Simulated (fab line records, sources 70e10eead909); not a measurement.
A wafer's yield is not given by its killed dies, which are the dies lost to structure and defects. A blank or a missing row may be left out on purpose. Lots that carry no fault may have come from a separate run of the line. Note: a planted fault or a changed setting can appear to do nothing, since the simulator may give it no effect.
Chamber matching / flow nand harc / NHARC_THIN_TSV_DEP_43 on pecvd-01 has 3 sister chambers
The step deposits SiO2, target thk 1328.5 nm. 18 wafers are shown with their chamber, then 9 later ones without.

EACH WAFER AND ITS CHAMBER
wafer=L690.3; chamber=1; throttle valve pct (%)=15.8
wafer=L690.4; chamber=1; throttle valve pct (%)=15.9
wafer=L690.5; chamber=2; throttle valve pct (%)=16.7
wafer=L691.1; chamber=1; throttle valve pct (%)=16.1
wafer=L691.2; chamber=2; throttle valve pct (%)=16.4
wafer=L691.5; chamber=2; throttle valve pct (%)=16.5
wafer=L692.2; chamber=0; throttle valve pct (%)=16.8
wafer=L692.5; chamber=2; throttle valve pct (%)=16.3
wafer=L692.6; chamber=0; throttle valve pct (%)=17.1
wafer=L698.1; chamber=1; throttle valve pct (%)=16.1
wafer=L698.2; chamber=2; throttle valve pct (%)=16.7
wafer=L698.3; chamber=0; throttle valve pct (%)=17.1
wafer=L697.1; chamber=2; throttle valve pct (%)=16.6
wafer=L697.4; chamber=2; throttle valve pct (%)=16.5
wafer=L697.5; chamber=1; throttle valve pct (%)=16.5
wafer=L700.1; chamber=1; throttle valve pct (%)=16.3
wafer=L700.2; chamber=0; throttle valve pct (%)=17.2
wafer=L700.5; chamber=2; throttle valve pct (%)=16.6

SIGNATURES, as means of the wafers listed above
reading=throttle valve pct; chamber 0=17.050; chamber 1=16.117; chamber 2=16.538; scatter within a chamber=0.193
Rule: a wafer lies at a distance from a chamber equal to the root of the sum of squares, over the readings, of (its reading less the chamber's mean, divided by the reading's scatter). If the next closest chamber is less than 2 further off than the closest, the wafer can't be placed; otherwise it belongs to the closest. How the scatter is found: for the shown wafers, subtract from each reading the mean of its chamber, square and add these, divide the total by (wafers less chambers), then take the root.

WAFERS WHOSE CHAMBER IS MISSING
wafer=L701.2; throttle valve pct (%)=16.3
wafer=L701.3; throttle valve pct (%)=16.7
wafer=L701.6; throttle valve pct (%)=16.4
wafer=L707.1; throttle valve pct (%)=16.3
wafer=L707.4; throttle valve pct (%)=16.6
wafer=L707.5; throttle valve pct (%)=16.6
wafer=L708.1; throttle valve pct (%)=16.8
wafer=L708.2; throttle valve pct (%)=16.2
wafer=L708.3; throttle valve pct (%)=16.4

THE CHAMBER EACH PASSED THROUGH
wafer=L701.2; from the rows above=can't be placed: 1 or 2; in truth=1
wafer=L701.3; from the rows above=can't be placed: 2 or 0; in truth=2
wafer=L701.6; from the rows above=can't be placed: 2 or 1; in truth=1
wafer=L707.1; from the rows above=can't be placed: 1 or 2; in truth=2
wafer=L707.4; from the rows above=2; in truth=2
wafer=L707.5; from the rows above=2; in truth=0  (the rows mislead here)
wafer=L708.1; from the rows above=can't be placed: 0 or 2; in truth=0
wafer=L708.2; from the rows above=can't be placed: 1 or 2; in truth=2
wafer=L708.3; from the rows above=can't be placed: 2 or 1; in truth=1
Placed correctly: 1 of 9. From these rows, 7 cannot be placed; in 7 the true chamber is one of the candidates. Placed wrongly: 1.
